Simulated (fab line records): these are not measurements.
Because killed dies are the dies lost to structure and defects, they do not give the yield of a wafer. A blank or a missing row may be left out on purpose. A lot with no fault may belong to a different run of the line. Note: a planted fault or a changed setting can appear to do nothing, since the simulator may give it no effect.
Which tool did it? || flow nand harc || 6 lots with 18 wafers sampled at 5 steps, on a route of 1302 steps

== WHAT THE GAUGES SHOWED, per wafer ==
NHARC_END_SORT_01.
lot || measured || on || killed at array

== TOOL THAT RAN EACH LOT (tool first, then ch and the chambers of the sampled wafers, then the start) ==
{"lot": "L971", "NHARC_A_STAIRCASE_PRECLEAN_207": "wet bench-05 ch 0,3,5, day 16 17:51", "NHARC_A_BONDPAD_PVD_27": "pvd sputter-02, day 24 11:43 or earlier", "NHARC_THIN_TSV_PRE_CLEAN_54": "pvd sputter-02, day 24 11:43", "NHARC_THIN_TSV_STRIP_56": "plasma asher-02 ch 0,1, day 24 13:25"}
{"lot": "L974", "NHARC_A_STAIRCASE_PRECLEAN_207": "wet bench-05 ch 1,2,6, day 18 01:44", "NHARC_A_BONDPAD_PVD_27": "pvd sputter-03, day 26 11:28 or earlier", "NHARC_THIN_TSV_PRE_CLEAN_54": "pvd sputter-01, day 26 11:28", "NHARC_THIN_TSV_STRIP_56": "plasma asher-02 ch 0,1, day 26 13:10"}
{"lot": "L985", "NHARC_A_STAIRCASE_PRECLEAN_207": "wet bench-02 ch 3,5,7, day 22 08:20", "NHARC_A_BONDPAD_PVD_27": "pvd sputter-02, day 30 01:04 or earlier", "NHARC_THIN_TSV_PRE_CLEAN_54": "pvd sputter-03, day 30 01:04", "NHARC_THIN_TSV_STRIP_56": "plasma asher-01 ch 0,1, day 30 10:02"}
{"lot": "L987", "NHARC_A_STAIRCASE_PRECLEAN_207": "wet bench-05 ch 1,2,7, day 23 08:38", "NHARC_A_BONDPAD_PVD_27": "pvd sputter-01, day 31 11:52 or earlier", "NHARC_THIN_TSV_PRE_CLEAN_54": "pvd sputter-03, day 31 11:52", "NHARC_THIN_TSV_STRIP_56": "plasma asher-01 ch 0,1, day 31 13:43"}
{"lot": "L989", "NHARC_A_STAIRCASE_PRECLEAN_207": "wet bench-02 ch 1,3,6, day 23 22:49", "NHARC_A_BONDPAD_PVD_27": "pvd sputter-03, day 31 19:06 or earlier", "NHARC_THIN_TSV_PRE_CLEAN_54": "pvd sputter-02, day 31 19:06", "NHARC_THIN_TSV_STRIP_56": "plasma asher-01 ch 0,1, day 31 20:51"}
{"lot": "L991", "NHARC_A_STAIRCASE_PRECLEAN_207": "wet bench-09 ch 0,4,7, day 24 21:24", "NHARC_A_BONDPAD_PVD_27": "pvd sputter-03, day 32 18:04 or earlier", "NHARC_THIN_TSV_PRE_CLEAN_54": "pvd sputter-01, day 32 18:04", "NHARC_THIN_TSV_STRIP_56": "plasma asher-02 ch 0,1, day 32 19:44"}
- NHARC_A_STAIRCASE_PRECLEAN_207: cleans in SC1.
- NHARC_A_BONDPAD_PVD_27: deposits Cu, target thk 30 nm, time 20.49 s.
- NHARC_THIN_TSV_PRE_CLEAN_54: time 30 s.
- NHARC_THIN_TSV_STRIP_56: strips in O2.

== THE ANSWER, worked out from the rows above alone ==
Rule: the lots themselves supply what counts as usual. Put in order of their means at a reading, lots are off if they are a third of the lots or fewer, leave a main group of 4 or more, and stand apart from it by a gap of 3 or more times the standard deviation of the main group's means; of several such gaps the widest counts. A main group whose means are all the same, to the digits that the tables above print for the reading, isn't used. Also off: a lot with no number at a reading for which 4 or more lots have one. Any other lot the step has rows for is counted as sound.
Across all readings shown, no lot is off: no conclusion can be drawn from this.

== WHAT THE SIMULATOR PUT IN ==
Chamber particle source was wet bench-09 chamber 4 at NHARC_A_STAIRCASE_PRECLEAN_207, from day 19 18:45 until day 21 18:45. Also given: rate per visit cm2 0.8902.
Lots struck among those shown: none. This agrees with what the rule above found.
